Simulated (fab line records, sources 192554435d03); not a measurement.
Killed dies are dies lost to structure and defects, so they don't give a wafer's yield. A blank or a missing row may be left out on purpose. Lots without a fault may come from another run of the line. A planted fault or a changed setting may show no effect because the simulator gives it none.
fab line records | flow n5_finfet
record lots=6 wafers=18 last_day=16
route steps=1938 shown BEOL_M9@1415 PASSIVATION@1936
lots that met no fault: from a run of the same line without faults
start_h: hours from the record's first day to the start of the lot's first wafer shown | wait_h: hours since the lot's step before | " the same as in the row above | L1.1+2: a row that stands for several wafers | - no value, or no start given | * or withheld: withheld | < > ~ a bound
route shown NAME@n: a module of which the file shows steps, and the number in the route of the first | usual: mean/standard deviation of fault-free wafers | same: alike in all rows | chamber/n: place in a boat | sites: the reading at each site | _std_site: their standard deviation | _edge_site: outer sites' mean less inner sites' | radius_mm: how far each site lies from the wafer's centre | mask NAME#n: copy n | behind: the tool/chamber that last shaped the wafer | hold: why the lot was held/for how many hours/how that ended | device: the transistor (n, p or np) that didn't switch | end of line: the same wafers' tests at the end of the route | a step without rows: its recipe alone | killed: dies lost to structure and defects at the first sort, not the wafer's yield | map: a wafer's dies, x killed, . not, _ none there
set.NAME: the setting as run; set.NAME@STEP: as run at that earlier step | model.NAME: the simulator's own value behind a step, which no gauge read
lots at some steps of the route; a table a step, a row a wafer
services: from which hour (start_h, from the record's first day; less than 0 if before it) a tool's chamber was out of use, for how many hours, and why
## steps
# step N5_BEOL_M9_OVL_MEAS_12
# recipe points_per_wafer=44
# usual M9_OVL=-0.1/0.74
# columns lot.wafer tool chamber start_h wait_h M9_OVL[nm]
L177.3 overlay-01 0 245.62 0.0 -1.3
L177.4 " 0 " " 0.0
L177.6 " 0 " " -0.2
L179.1 overlay-02 0 272.60 0.0 0.2
L179.5 " 0 " " 0.3
L179.6 " 0 " " -0.2
L184.2 overlay-01 0 276.69 0.0 -0.2
L184.4 " 0 " " 0.6
L184.5 " 0 " " 1.6
L183.2 overlay-01 0 284.59 0.0 0.7
L183.5 " 0 " " 1.0
L183.6 " 0 " " 0.1
L187.2 overlay-02 0 306.82 0.0 -0.4
L187.3 " 0 " " -1.7
L187.6 " 0 " " -0.5
L189.2 overlay-02 0 316.77 0.0 -1.9
L189.4 " 0 " " -1.5
L189.6 " 0 " " -1.8
# step N5_BEOL_M9_INSPECT_13
# recipe mode=adi inspect_instrument=brightfield
# usual raw_defect_count=384/96
# columns lot.wafer tool chamber start_h wait_h raw_defect_count
L177.3 defect_inspect-01 - 245.64 0.0 301
L177.4 " - " " 387
L177.6 " - " " 536
L179.1 defect_inspect-01 - 272.62 0.0 332
L179.5 " - " " 523
L179.6 " - " " 396
L184.2 defect_inspect-01 - 276.72 0.0 393
L184.4 " - " " 430
L184.5 " - " " 501
L183.2 defect_inspect-01 - 284.62 0.0 406
L183.5 " - " " 350
L183.6 " - " " 270
L187.2 defect_inspect-02 - 306.84 0.0 508
L187.3 " - " " 576
L187.6 " - " " 441
L189.2 defect_inspect-02 - 316.80 0.0 528
L189.4 " - " " 504
L189.6 " - " " 349
# step N5_BEOL_M9_DESCUM_16
# recipe chemistry=O2 time_s=7.9 source_power_w=50 bias_power_w=20 pressure_mtorr=20 rf_frequency_hz=2.712e+07 temp_c=40 resist=CAR-ArF o2_flow_sccm=225
# usual drypump_motor_current_A=5.9/0.38 oes_product_au=0.78/0.093 rf_vpp_V=243.2/1.3 showerhead_plenum_p_Torr=2.10/0.06 throttle_valve_pct=20.48/0.25
# columns lot.wafer tool chamber start_h wait_h drypump_motor_current_A oes_product_au rf_hours_counter_h rf_vpp_V showerhead_plenum_p_Torr throttle_valve_pct
L177.3 rie_diel-06 0 245.67 0.0 5.4 0.68 207 242.4 2.07 20.86
L177.4 " 2 " " 5.5 0.78 99 243.9 2.02 20.39
L177.6 " 1 " " 5.3 0.73 - 243.3 2.10 20.60
L179.1 rie_diel-06 0 272.66 0.0 5.4 0.69 215 242.5 2.07 20.90
L179.5 " 1 " " 5.3 0.73 - 244.0 2.10 20.62
L179.6 " 0 " " 5.4 0.69 - 241.3 2.07 20.89
L184.2 rie_diel-03 1 277.19 0.5 5.8 0.68 229 244.8 2.14 20.50
L184.4 " 0 " " 6.2 0.96 8 243.1 2.15 20.52
L184.5 " 3 " " 6.4 0.89 - 244.0 2.14 20.03
L183.2 rie_diel-06 0 284.96 0.3 5.3 0.69 220 242.1 2.07 20.90
L183.5 " 2 " " 5.5 0.77 - 241.0 2.02 20.40
L183.6 " 3 " " 5.9 0.69 - 240.4 1.97 20.72
L187.2 rie_diel-06 1 306.88 0.0 5.3 0.73 178 241.1 2.10 20.61
L187.3 " 3 " " 6.0 0.68 238 241.5 1.97 20.74
L187.6 " 1 " " 5.3 0.72 - 244.2 2.10 20.63
L189.2 rie_diel-06 1 316.83 0.0 5.3 0.72 181 242.8 2.09 20.62
L189.4 " 2 " " 5.5 0.76 122 242.1 2.02 20.40
L189.6 " 2 " " 5.5 0.76 - 242.0 2.02 20.44
# step N5_BEOL_M9_ETCH_61
# recipe chemistry=CF4 target=SiARC target_depth_a=390 mask_material=CAR-ArF time_s=65 ion_energy_ev=80 pressure_mtorr=40 source_w=545 bias_w=36 Ar_flow_sccm=100 cf4_flow_sccm=100 ends=cleared
# usual drypump_motor_current_A=5.8/0.38 etch_rf_on_time_s=66.0/2.4 oes_product_au=0.66/0.081 rf_vpp_V=184.0/1 showerhead_plenum_p_Torr=2.14/0.058 throttle_valve_pct=15.66/0.28
# columns lot.wafer tool chamber start_h wait_h drypump_motor_current_A etch_rf_on_time_s oes_product_au rf_hours_counter_h rf_vpp_V showerhead_plenum_p_Torr throttle_valve_pct
L177.3 rie_diel-06 0 245.71 0.0 5.4 64.8 0.60 207 182.4 2.13 16.12
L177.4 " 2 " " 5.5 63.1 0.69 99 185.1 2.07 15.57
L177.6 " 1 " " 5.3 68.6 0.62 - 184.4 2.14 15.67
L179.1 rie_diel-06 0 272.69 0.0 5.4 65.1 0.60 215 183.0 2.12 16.12
L179.5 " 1 " " 5.3 69.5 0.61 - 184.4 2.14 15.68
L179.6 " 0 " " 5.4 64.8 0.59 - 183.9 2.12 16.11
L184.2 rie_diel-03 1 277.23 0.0 5.7 69.4 0.56 229 184.6 2.21 15.87
L184.4 " 0 " " 6.2 63.1 0.83 8 184.5 2.18 15.50
L184.5 " 3 " " 6.3 67.6 0.76 - 184.1 2.17 15.14
L183.2 rie_diel-06 0 284.99 0.0 5.4 64.8 0.60 220 184.1 2.12 16.16
L183.5 " 2 " " 5.5 63.9 0.67 - 183.5 2.07 15.58
L183.6 " 3 " " 6.0 67.8 0.57 - 183.1 2.03 15.97
L187.2 rie_diel-06 1 306.91 0.0 5.3 69.6 0.60 178 184.0 2.14 15.71
L187.3 " 3 " " 6.0 67.6 0.57 238 180.8 2.02 16.00
L187.6 " 1 " " 5.3 69.3 0.60 - 183.3 2.14 15.70
L189.2 rie_diel-06 1 316.87 0.0 5.3 69.2 0.60 181 186.3 2.14 15.71
L189.4 " 2 " " 5.5 63.7 0.66 122 181.8 2.06 15.62
L189.6 " 2 " " 5.5 63.1 0.66 - 182.3 2.06 15.61
# step N5_BEOL_M9_ETCH_62
# recipe chemistry=N2/H2 target=SOC target_depth_a=1100 overetch_a=220 mask_material=SiARC temp_c=40 time_s=165 ion_energy_ev=200 pressure_mtorr=30 source_w=840 bias_w=150 n2_flow_sccm=200 h2_flow_sccm=200
# usual drypump_motor_current_A=5.9/0.39 oes_product_au=0.66/0.073 rf_vpp_V=524.0/2.2 showerhead_plenum_p_Torr=2.55/0.075 throttle_valve_pct=17.87/0.27
# columns lot.wafer tool chamber start_h wait_h drypump_motor_current_A oes_product_au rf_hours_counter_h rf_vpp_V showerhead_plenum_p_Torr throttle_valve_pct
L177.3 rie_diel-06 0 245.76 0.0 5.4 0.60 207 524.2 2.51 18.18
L177.4 " 2 " " 5.5 0.67 99 523.0 2.46 17.76
L177.6 " 1 " " 5.3 0.63 - 524.3 2.54 17.99
L179.1 rie_diel-06 0 272.74 0.0 5.4 0.60 215 522.8 2.50 18.20
L179.5 " 1 " " 5.3 0.62 - 523.8 2.54 17.99
L179.6 " 0 " " 5.4 0.59 - 523.1 2.50 18.21
L184.2 rie_diel-03 1 277.28 0.0 5.7 0.58 229 525.0 2.63 18.07
L184.4 " 0 " " 6.2 0.80 8 526.3 2.61 17.82
L184.5 " 3 " " 6.3 0.75 - 525.5 2.59 17.35
L183.2 rie_diel-06 0 285.04 0.0 5.4 0.59 220 524.0 2.50 18.21
L183.5 " 2 " " 5.5 0.67 - 520.5 2.46 17.78
L183.6 " 3 " " 6.0 0.59 - 519.7 2.41 18.19
L187.2 rie_diel-06 1 306.96 0.0 5.3 0.61 178 523.6 2.53 18.01
L187.3 " 3 " " 6.0 0.59 238 520.1 2.41 18.21
L187.6 " 1 " " 5.3 0.62 - 522.7 2.53 18.04
L189.2 rie_diel-06 1 316.92 0.0 5.3 0.62 181 524.7 2.53 18.01
L189.4 " 2 " " 5.5 0.65 122 520.2 2.45 17.80
L189.6 " 2 " " 5.5 0.66 - 521.1 2.45 17.81
# step N5_BEOL_M9_STRIP_68
# recipe chemistry=N2/H2 temp_c=40 n2_flow_sccm=200 h2_flow_sccm=200 rf_frequency_hz=6e+07
# step N5_BEOL_M9_STRIP_67
# recipe chemistry=CF4 resist=SiARC power_w=300 bias_power_w=75 pressure_mtorr=50 cf4_flow_sccm=150 rf_frequency_hz=6e+07
# usual drypump_motor_current_A=5.8/0.38 oes_product_au=0.78/0.086 rf_vpp_V=271.2/1.3 showerhead_plenum_p_Torr=1.79/0.048 throttle_valve_pct=13.6/0.3
# columns lot.wafer tool chamber start_h wait_h drypump_motor_current_A oes_product_au rf_hours_counter_h rf_vpp_V showerhead_plenum_p_Torr throttle_valve_pct
L177.3 rie_diel-06 0 245.90 0.0 5.4 0.71 207 270.7 1.79 14.1
L177.4 " 2 " " 5.5 0.79 99 269.9 1.73 13.5
L177.6 " 1 " " 5.3 0.74 - 270.8 1.79 13.6
L179.1 rie_diel-06 0 272.89 0.0 5.4 0.71 215 271.3 1.78 14.1
L179.5 " 1 " " 5.3 0.73 - 271.0 1.78 13.6
L179.6 " 0 " " 5.3 0.70 - 271.0 1.78 14.1
L184.2 rie_diel-03 1 277.42 0.0 5.7 0.68 229 271.4 1.85 13.9
L184.4 " 0 " " 6.2 0.94 8 271.9 1.82 13.4
L184.5 " 3 " " 6.3 0.89 - 271.9 1.81 13.1
L183.2 rie_diel-06 0 285.19 0.0 5.4 0.70 220 271.0 1.78 14.1
L183.5 " 2 " " 5.5 0.78 - 270.1 1.73 13.5
L183.6 " 3 " " 6.0 0.70 - 269.6 1.70 14.0
L187.2 rie_diel-06 1 307.11 0.0 5.3 0.73 178 272.4 1.78 13.6
L187.3 " 3 " " 6.0 0.69 238 269.7 1.70 14.0
L187.6 " 1 " " 5.3 0.73 - 271.2 1.78 13.6
L189.2 rie_diel-06 1 317.06 0.0 5.3 0.73 181 272.1 1.78 13.6
L189.4 " 2 " " 5.5 0.77 123 271.3 1.73 13.6
L189.6 " 2 " " 5.5 0.77 - 269.2 1.73 13.6
# step N5_BEOL_M9_HM_OPEN_17
# recipe chemistry=Cl2/BCl3 target_depth_a=200 overetch_a=60 target=TiN mask_material=SOC ion_energy_ev=150 pressure_mtorr=10 icp_w=1000 bias_w=126 Cl2_flow_sccm=53.25 bcl3_flow_sccm=21.75 Ar_flow_sccm=25
# usual drypump_motor_current_A=5.6/0.46 oes_product_au=0.66/0.068 throttle_valve_pct=22.09/0.19
# columns lot.wafer tool chamber start_h wait_h drypump_motor_current_A oes_product_au rf_hours_counter_h throttle_valve_pct
L177.3 rie_metal-03 0 245.97 0.1 6.0 0.60 - 22.17
L177.4 " 1 " " 4.9 0.74 - 22.21
L177.6 " 1 " " 4.9 0.75 - 22.23
L179.1 rie_metal-03 0 272.93 0.0 6.0 0.60 76 22.17
L179.5 " 1 " " 4.9 0.73 - 22.26
L179.6 " 0 " " 6.0 0.59 - 22.18
L184.2 rie_metal-03 0 277.46 0.0 6.0 0.60 76 22.17
L184.4 " 0 " " 6.0 0.60 - 22.19
L184.5 " 1 " " 4.9 0.74 - 22.23
L183.2 rie_metal-03 1 285.23 0.0 4.9 0.73 19 22.24
L183.5 " 0 " " 6.0 0.60 - 22.18
L183.6 " 1 " " 4.9 0.73 - 22.24
L187.2 rie_metal-03 1 307.15 0.0 4.9 0.73 20 22.24
L187.3 " 0 " " 6.0 0.59 - 22.19
L187.6 " 1 " " 4.9 0.73 - 22.25
L189.2 rie_metal-01 0 317.10 0.0 5.9 0.64 51 21.68
L189.4 " 0 " " 5.9 0.63 - 21.67
L189.6 " 1 " " 5.8 0.57 - 22.02
# step N5_BEOL_M9_STRIP_19
# recipe chemistry=O2 power_w=400 temp_c=40 pressure_mtorr=30 rf_frequency_hz=6e+07 bias_power_w=0 overash_fraction=0.2 o2_flow_sccm=225
# step N5_BEOL_M9_CD_MEAS_18
# recipe pitch_nm=140 target_cd_nm=70
# usual cd_nm=69.9/0.66
# columns lot.wafer tool chamber start_h wait_h cd_nm
L177.3 cd_sem-03 - 246.14 0.1 69.2
L177.4 " - " " 69.5
L177.6 " - " " 69.8
L179.1 cd_sem-03 - 273.11 0.0 70.5
L179.5 " - " " 69.4
L179.6 " - " " 70.5
L184.2 cd_sem-02 - 277.64 0.1 69.7
L184.4 " - " " 68.9
L184.5 " - " " 69.1
L183.2 cd_sem-01 - 285.41 0.1 69.7
L183.5 " - " " 70.3
L183.6 " - " " 70.3
L187.2 cd_sem-01 - 307.45 0.1 70.0
L187.3 " - " " 70.4
L187.6 " - " " 70.0
L189.2 cd_sem-01 - 317.28 0.1 70.1
L189.4 " - " " 70.4
L189.6 " - " " 70.8
# step N5_BEOL_M9_COAT_63
# recipe resist=SOC temp_c=250 time_s=60 spin_rpm=1500 resist_thk_nm=60
# step N5_BEOL_M9_COAT_64
# recipe resist=SiARC temp_c=220 time_s=60 spin_rpm=1500 resist_thk_nm=12
# step N5_BEOL_M9_COAT_75
# recipe resist=underlayer temp_c=205 time_s=60 spin_rpm=1500 resist_thk_nm=5
# usual heater_power_total_W=391.8/1.3 run_length_s=66.18/0.22
# columns lot.wafer tool chamber start_h wait_h heater_power_total_W run_length_s
L177.3 litho_track-04 0 248.67 - 391.9 66.26
L177.4 " 0 " " 394.0 66.65
L177.6 " 0 " " 390.5 66.34
L179.1 litho_track-03 0 275.83 - 390.8 65.95
L179.5 " 0 " " 393.2 65.84
L179.6 " 0 " " 391.9 66.00
L184.2 litho_track-05 0 279.05 - 389.7 66.66
L184.4 " 0 " " 389.7 66.47
L184.5 " 0 " " 391.4 66.21
L183.2 litho_track-04 0 286.02 - 393.4 66.33
L183.5 " 0 " " 408.7 61.52
L183.6 " 0 " " 410.1 61.66
L187.2 litho_track-04 0 310.65 - 391.1 66.18
L187.3 " 0 " " 392.8 66.20
L187.6 " 0 " " 411.1 61.68
L189.2 litho_track-03 0 318.44 - 389.6 65.83
L189.4 " 0 " " 393.5 65.87
L189.6 " 0 " " 392.6 65.85
# step N5_BEOL_M9_COAT_22
# recipe resist=CAR-EUV spin_rpm=1500 resist_thk_nm=30
# step N5_PASSIVATION_PROBE_49
# usual defect_limited_yield=91.2/1.5 killed_at_M0_to_M3=33/9.6 killed_at_M4_up=14/5.6 killed_at_contacts=14/5.5 killed_at_front_end=40/13 killed_at_other=4/3 killed_dies=104/17 killed_on_rim=14/4.3 killed_open=68/13 killed_short=33/7.2 sort_bin_5_function=5.2/0.95 sort_bin_6_memory=3.3/0.62 sort_n_pass=1076/17 sort_yield_pct=91.2/1.5
# same gross_dies=1180 killed_at_back_side=0 sort_bin_4_leakage[%]=0 sort_bin_8_speed[%]=0
# columns lot.wafer tool chamber start_h wait_h defect_limited_yield[%] killed_at_M0_to_M3 killed_at_M4_up killed_at_contacts killed_at_front_end killed_at_other killed_dies killed_on_rim killed_open killed_short sort_bin_5_function[%] sort_bin_6_memory[%] sort_n_pass sort_yield_pct[%]
L177.3 prober-02 - 315.73 0.1 92.3 32 6 8 41 4 91 6 69 22 4.2 3.4 1089 92.3
L177.4 prober-02 - 315.78 0.2 91.1 47 12 16 26 4 105 15 67 38 5.3 3.6 1075 91.1
L177.6 prober-02 - 315.88 0.3 90.2 39 10 15 48 4 116 14 65 50 5.2 3.9 1064 90.2
L179.1 prober-01 - 337.59 0.0 91.9 28 18 18 26 6 96 8 72 24 5.1 2.9 1084 91.9
L179.5 prober-01 - 337.79 0.2 89.0 30 17 21 48 14 130 16 82 48 5.8 4.6 1050 89.0
L179.6 prober-01 - 337.84 0.3 92.2 29 9 11 38 5 92 14 65 27 4.3 3.1 1088 92.2
L184.2 prober-02 - 341.97 0.1 91.7 32 13 15 38 0 98 19 68 27 4.6 3.3 1082 91.7
L184.4 prober-02 - 342.07 0.2 90.1 42 11 16 45 3 117 13 84 31 6.0 3.6 1063 90.1
L184.5 prober-02 - 342.12 0.2 88.8 37 15 14 61 5 132 14 87 44 7.0 3.7 1048 88.8
L183.2 prober-02 - 347.20 0.3 90.6 15 17 28 46 5 111 14 75 35 5.5 3.8 1069 90.6
L183.5 prober-02 - 347.35 0.4 91.5 33 12 16 33 6 100 21 65 32 5.3 2.9 1080 91.5
L183.6 prober-02 - 347.40 0.5 90.8 33 13 19 40 4 109 11 73 33 5.6 3.0 1071 90.8
L187.2 prober-01 - 372.62 0.1 92.2 37 9 11 32 3 92 9 64 24 4.7 2.9 1088 92.2
L187.3 prober-01 - 372.67 0.1 90.8 34 11 14 40 9 108 11 58 47 5.2 3.6 1072 90.8
L187.6 prober-01 - 372.82 0.3 91.3 32 8 23 34 6 103 18 65 27 4.7 3.4 1077 91.3
L189.2 prober-01 - 387.25 0.1 89.3 25 11 21 66 3 126 22 85 40 6.3 4.2 1054 89.3
L189.4 prober-01 - 387.35 0.2 92.1 36 12 12 31 2 93 18 63 29 4.5 3.0 1087 92.1
L189.6 prober-01 - 387.45 0.3 91.6 35 18 11 27 8 99 4 70 27 5.7 2.4 1081 91.6
# killed by level:class
L177.3 FIN_SAQP:geometric_particle:open=11 DUMMY_GATE:geometric_particle:open=11 BEOL_M2:geometric_particle:open=9 MOL_CONTACT_COAG:geometric_particle:open=8 BEOL_M0_SAQP:geometric_particle:open=6 BEOL_M0_SAQP:geometric_particle:short=6 FIN_SAQP:geometric_particle:short=5 STI_FIN_REVEAL:geometric_particle:open=5
L177.4 MOL_CONTACT_COAG:geometric_particle:open=11 BEOL_M3:geometric_particle:open=11 FIN_SAQP:geometric_particle:short=8 BEOL_M0_SAQP:geometric_particle:open=8 BEOL_M0_SAQP:geometric_particle:short=7 BEOL_M0:geometric_particle:open=7 BEOL_M2:geometric_particle:open=6 MOL_CONTACT_COAG:geometric_particle:short=5
L177.6 FIN_SAQP:geometric_particle:short=13 FIN_SAQP:geometric_particle:open=11 MOL_CONTACT_COAG:geometric_particle:open=11 BEOL_M0_SAQP:geometric_particle:short=8 STARTING-WAFER:geometric_particle:short=7 BEOL_M2:geometric_particle:open=6 BEOL_M2:geometric_particle:short=5 BEOL_M3:geometric_particle:open=5
L179.1 FIN_SAQP:geometric_particle:open=14 MOL_CONTACT_COAG:geometric_particle:open=13 BEOL_M3:geometric_particle:open=10 BEOL_M4:geometric_particle:open=7 MOL_CONTACT_COAG:geometric_particle:short=5 BEOL_M0_SAQP:geometric_particle:open=5 BEOL_M0_SAQP:geometric_particle:short=5 FIN_SAQP:geometric_particle:short=4
L179.5 MOL_CONTACT_COAG:geometric_particle:open=17 STI_FIN_REVEAL:geometric_particle:open=12 FIN_SAQP:geometric_particle:open=10 BEOL_M0_SAQP:geometric_particle:short=10 BEOL_M4:geometric_particle:open=9 BEOL_M0_SAQP:geometric_particle:open=7 STARTING-WAFER:geometric_particle:short=7 FIN_SAQP:geometric_particle:short=6
L179.6 STI_FIN_REVEAL:geometric_particle:open=11 BEOL_M3:geometric_particle:open=8 MOL_CONTACT_COAG:geometric_particle:open=7 FIN_SAQP:geometric_particle:open=6 BEOL_M1:geometric_particle:open=6 STARTING-WAFER:geometric_particle:open=6 STARTING-WAFER:geometric_particle:short=6 GATE_CUT:geometric_particle:short=4
L184.2 MOL_CONTACT_COAG:geometric_particle:open=14 BEOL_M0_SAQP:geometric_particle:open=13 FIN_SAQP:geometric_particle:open=12 FIN_SAQP:geometric_particle:short=8 BEOL_M0_SAQP:geometric_particle:short=7 BEOL_M1:geometric_particle:open=7 DUMMY_GATE:geometric_particle:open=5 BEOL_M4:geometric_particle:open=5
L184.4 DUMMY_GATE:geometric_particle:open=17 FIN_SAQP:geometric_particle:open=15 MOL_CONTACT_COAG:geometric_particle:open=13 BEOL_M1:geometric_particle:open=10 BEOL_M0_SAQP:geometric_particle:short=9 BEOL_M0_SAQP:geometric_particle:open=9 FIN_SAQP:geometric_particle:short=7 BEOL_M4:geometric_particle:open=6
L184.5 FIN_SAQP:geometric_particle:open=24 FIN_SAQP:geometric_particle:short=15 MOL_CONTACT_COAG:geometric_particle:open=13 BEOL_M0_SAQP:geometric_particle:short=9 BEOL_M0_SAQP:geometric_particle:open=9 BEOL_M1:geometric_particle:open=7 BEOL_M4:geometric_particle:open=6 GATE_CUT:geometric_particle:short=4
L183.2 MOL_CONTACT_COAG:geometric_particle:open=20 FIN_SAQP:geometric_particle:open=17 FIN_SAQP:geometric_particle:short=12 STI_FIN_REVEAL:geometric_particle:open=7 MOL_CONTACT_COAG:geometric_particle:short=7 BEOL_M3:geometric_particle:open=6 BEOL_M4:geometric_particle:open=6 BEOL_M4:geometric_particle:short=3
L183.5 MOL_CONTACT_COAG:geometric_particle:open=12 BEOL_M3:geometric_particle:open=10 BEOL_M0_SAQP:geometric_particle:open=9 FIN_SAQP:geometric_particle:open=7 BEOL_M0_SAQP:geometric_particle:short=6 ILD0:geometric_particle:open=4 GATE_CUT:geometric_particle:short=4 MOL_CONTACT_COAG:geometric_particle:short=4
L183.6 MOL_CONTACT_COAG:geometric_particle:open=14 BEOL_M0_SAQP:geometric_particle:open=9 FIN_SAQP:geometric_particle:short=7 FIN_SAQP:geometric_particle:open=6 BEOL_M1:geometric_particle:open=6 ILD0:geometric_particle:open=5 MOL_CONTACT_COAG:geometric_particle:short=5 BEOL_M3:geometric_particle:open=5
L187.2 STI_FIN_REVEAL:geometric_particle:open=10 BEOL_M0_SAQP:geometric_particle:open=9 BEOL_M2:geometric_particle:open=9 BEOL_M0_SAQP:geometric_particle:short=8 MOL_CONTACT_COAG:geometric_particle:open=8 BEOL_M1:geometric_particle:open=6 DUMMY_GATE:geometric_particle:open=5 FIN_SAQP:geometric_particle:open=3
L187.3 GATE_CUT:geometric_particle:short=11 BEOL_M0_SAQP:geometric_particle:open=11 MOL_CONTACT_COAG:geometric_particle:open=10 BEOL_M0_SAQP:geometric_particle:short=8 FIN_SAQP:geometric_particle:short=7 FIN_SAQP:geometric_particle:open=6 BEOL_M1:geometric_particle:open=5 PASS1_DEP:geometric_particle:short=5
L187.6 MOL_CONTACT_COAG:geometric_particle:open=18 STI_FIN_REVEAL:geometric_particle:open=9 BEOL_M2:geometric_particle:open=8 BEOL_M1:geometric_particle:open=6 BEOL_M0_SAQP:geometric_particle:short=5 STARTING-WAFER:geometric_particle:open=5 HKMG_FIN:area_etch=5 BEOL_M0_SAQP:geometric_particle:open=4
L189.2 STI_FIN_REVEAL:geometric_particle:open=19 MOL_CONTACT_COAG:geometric_particle:open=17 BEOL_M3:geometric_particle:open=10 DUMMY_GATE:geometric_particle:open=9 FIN_SAQP:geometric_particle:short=7 FIN_SAQP:geometric_particle:open=6 GATE_CUT:geometric_particle:short=6 BEOL_M0_SAQP:geometric_particle:short=6
L189.4 MOL_CONTACT_COAG:geometric_particle:open=8 BEOL_M3:geometric_particle:open=8 FIN_SAQP:geometric_particle:open=6 BEOL_M0_SAQP:geometric_particle:short=6 BEOL_M0_SAQP:geometric_particle:open=6 STI_FIN_REVEAL:geometric_particle:open=5 BEOL_M1:geometric_particle:open=5 BEOL_M5:geometric_particle:open=5
L189.6 BEOL_M0_SAQP:geometric_particle:short=9 BEOL_M4:geometric_particle:open=8 MOL_CONTACT_COAG:geometric_particle:open=7 STI_FIN_REVEAL:geometric_particle:open=6 BEOL_M0_SAQP:geometric_particle:open=6 BEOL_M3:geometric_particle:open=6 BEOL_M2:geometric_particle:open=5 MOL_CONTACT_COAG:geometric_particle:short=4
## services
# columns tool chamber start_h hours kind
rie_diel-03 0 224.48 - clean
rie_diel-03 0 224.48 - consumable_replace:focus_ring
rie_diel-03 0 224.48 20.7 scheduled_down
rie_diel-03 0 224.48 20.7 vent_cycle
rie_metal-01 - 241.19 2.8 pm
rie_diel-03 - 272.06 0.8 repair
rie_diel-03 3 317.24 8.8 repair
## key
first_sign step=N5_BEOL_M9_COAT_75 reading=run_length_s direction=down sigmas=21 usual=* struck=*
effect step=N5_BEOL_M9_COAT_75 reading=heater_power_total_W direction=up sigmas=14 usual=* struck=*
met_at N5_BEOL_M9_COAT_75
struck_wafers L183.5,L183.6,L187.6
onset_between 248.67 286.02
fault kind=process_parameter_drift tool=litho_track-04 chamber=- onset_h=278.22 steps=N5_BEOL_M9_COAT_75 channel=time_s offset=* shape=step end_h=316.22 scope=struck_wafers_only acts_in=* stated=*
